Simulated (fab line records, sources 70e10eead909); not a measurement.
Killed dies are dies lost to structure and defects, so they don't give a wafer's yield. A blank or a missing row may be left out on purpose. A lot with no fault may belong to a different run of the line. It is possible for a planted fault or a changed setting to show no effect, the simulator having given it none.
Chamber matching | flow nandHarc | rieDiel-01 running NHARC_P_M2_DESCUM_14: 4 sister chambers
The step chemistry O2, time 3 s. 8 wafers are shown with their chamber, then 12 later ones without.

## EACH WAFER AND ITS CHAMBER
wafer  | chamber | showerheadPlenumPTorr (Torr) | drypumpMotorCurrentA (A)
L081.6 | 3       | 1.78                         | 5.2
L082.3 | 2       | 1.97                         | 6.2
L085.3 | 2       | 1.97                         | 6.2
L087.2 | 1       | 1.92                         | 5.6
L087.5 | 0       | 1.98                         | 5.0
L088.1 | 3       | 1.78                         | 5.3
L088.2 | 0       | 1.97                         | 5.0
L088.6 | 1       | 1.92                         | 5.6

## WAFERS WHOSE CHAMBER IS MISSING
wafer  | showerheadPlenumPTorr (Torr) | drypumpMotorCurrentA (A)
L089.2 | 1.98                         | 5.0
L089.5 | 1.78                         | 5.3
L089.6 | 1.98                         | 5.0
L091.1 | 1.78                         | 5.3
L091.5 | 1.98                         | 5.0
L091.6 | 1.92                         | 5.6
L092.2 | 1.78                         | 5.3
L092.3 | 1.97                         | 5.0
L092.4 | 1.97                         | 6.1
L094.2 | 1.97                         | 5.0
L094.3 | 1.78                         | 5.3
L094.6 | 1.78                         | 5.3

## WHICH CHAMBER EACH WENT THROUGH
wafer  | from the rows above | in truth
L089.2 | 0                   | 0
L089.5 | 3                   | 3
L089.6 | 0                   | 0
L091.1 | 3                   | 3
L091.5 | 0                   | 0
L091.6 | 1                   | 1
L092.2 | 3                   | 3
L092.3 | 0                   | 0
L092.4 | 2                   | 2
L094.2 | 0                   | 0
L094.3 | 3                   | 3
L094.6 | 3                   | 3
12 of 12 placed correctly. Not placeable from these rows: 0. Placed wrongly: 0.
How it was worked out, from the rows above alone: a wafer's distance from a chamber is the root of the sum, over the readings, of the square of ((its reading less the chamber's mean) divided by the reading's scatter). The wafer belongs to the nearest chamber; if the next one is less than 2 further off, it can't be placed. A chamber's mean is the mean of its shown wafers. The scatter: the root of (the sum of the squares of (reading less its chamber's mean) over the shown wafers, divided by (wafers less chambers)).
